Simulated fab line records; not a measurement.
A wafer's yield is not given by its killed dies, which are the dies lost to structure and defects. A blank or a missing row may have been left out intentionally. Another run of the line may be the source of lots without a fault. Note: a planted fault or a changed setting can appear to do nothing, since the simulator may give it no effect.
What tool caused it? + flow n5Finfet + 11 lots with 31 wafers sampled at 3 steps, on a route of 1938 steps

== WHAT THE GAUGES READ, wafer by wafer ==
N5_BEOL_M6_CD_MEAS_35: target cd 40 nm, target cd y 28 nm.
| lot  | measured     | on       | cdNm (nm)      |
|------|--------------|----------|----------------|
| L447 | day 8 23:56  | cdSem-03 | 39.9 39.8 39.2 |
| L446 | day 9 05:44  | cdSem-01 | 39.1 39.3 38.1 |
| L449 | day 9 09:43  | cdSem-03 | 39.7 40.0 40.0 |
| L450 | day 9 11:26  | cdSem-03 | 39.6 40.0 38.6 |
| L452 | day 10 00:15 | cdSem-01 | 40.4 40.3 40.4 |
| L451 | day 10 02:08 | cdSem-03 | 41.3 39.7 40.2 |
| L453 | day 10 10:02 | cdSem-01 | 39.4 38.0 38.4 |
| L459 | day 12 05:38 | cdSem-03 | 38.7 39.6 38.6 |
| L460 | day 12 12:58 | cdSem-03 | 39.3 38.8      |
| L461 | day 12 20:03 | cdSem-03 | 39.2 39.7      |
| L464 | day 12 21:41 | cdSem-02 | 39.6 39.3 38.4 |

== TOOL THAT RAN EACH LOT (tool first, then ch and the chambers of the sampled wafers, then the start) ==
| lot  | N5_BEOL_M6_VIA_ETCH_34            | N5_BEOL_M6_ETCH_41                           |
|------|-----------------------------------|----------------------------------------------|
| L447 | rieDiel-06 ch 1,2, day 8 23:32    | rieDiel-06 ch 1,2, day 8 23:56 or earlier    |
| L446 | rieDiel-01 ch 0,2,3, day 9 05:20  | rieDiel-01 ch 0,2,3, day 9 05:44 or earlier  |
| L449 | rieDiel-01 ch 1,2,3, day 9 09:19  | rieDiel-01 ch 1,2,3, day 9 09:43 or earlier  |
| L450 | rieDiel-06 ch 1,2, day 9 11:02    | rieDiel-06 ch 1,2, day 9 11:26 or earlier    |
| L452 | rieDiel-06 ch 1,3, day 9 23:51    | rieDiel-06 ch 1,3, day 10 00:15 or earlier   |
| L451 | rieDiel-01 ch 0,2,3, day 10 01:44 | rieDiel-01 ch 0,2,3, day 10 02:08 or earlier |
| L453 | rieDiel-06 ch 0,1, day 10 09:38   | rieDiel-06 ch 0,1, day 10 10:02 or earlier   |
| L459 | rieDiel-06 ch 1,2,3, day 12 05:13 | rieDiel-06 ch 1,2,3, day 12 05:38 or earlier |
| L460 | rieDiel-06 ch 2,3, day 12 12:34   | rieDiel-06 ch 2,3, day 12 12:58 or earlier   |
| L461 | rieDiel-06 ch 1,3, day 12 19:39   | rieDiel-06 ch 1,3, day 12 20:03 or earlier   |
| L464 | rieDiel-03 ch 1,2,3, day 12 21:19 | rieDiel-03 ch 1,2,3, day 12 21:41 or earlier |
- N5_BEOL_M6_VIA_ETCH_34: etches SiCOH lowk in C4F6/O2, target depth 126.3 nm, time 50.9 s.
- N5_BEOL_M6_ETCH_41: etches SiCN in CH3F/O2, target depth 29.7 nm, time 52 s.

== THE ANSWER, worked out from the rows above alone ==
Rule: what is usual is taken from the lots themselves. Put in order of their means at a reading, lots are off if they are a third of the lots or fewer, leave a main group of 4 or more, and stand apart from it by a gap of 3 or more times the standard deviation of the main group's means; of several such gaps the widest counts. A main group is skipped when, at the precision printed for the reading in the tables above, its means are all equal. A lot without any number at a reading at which 4 lots or more have one is off too. The other lots that the step has rows for count as sound.
Nothing can be told from this: no lot is off at any reading shown.

== WHAT WAS PUT IN BY THE SIMULATOR ==
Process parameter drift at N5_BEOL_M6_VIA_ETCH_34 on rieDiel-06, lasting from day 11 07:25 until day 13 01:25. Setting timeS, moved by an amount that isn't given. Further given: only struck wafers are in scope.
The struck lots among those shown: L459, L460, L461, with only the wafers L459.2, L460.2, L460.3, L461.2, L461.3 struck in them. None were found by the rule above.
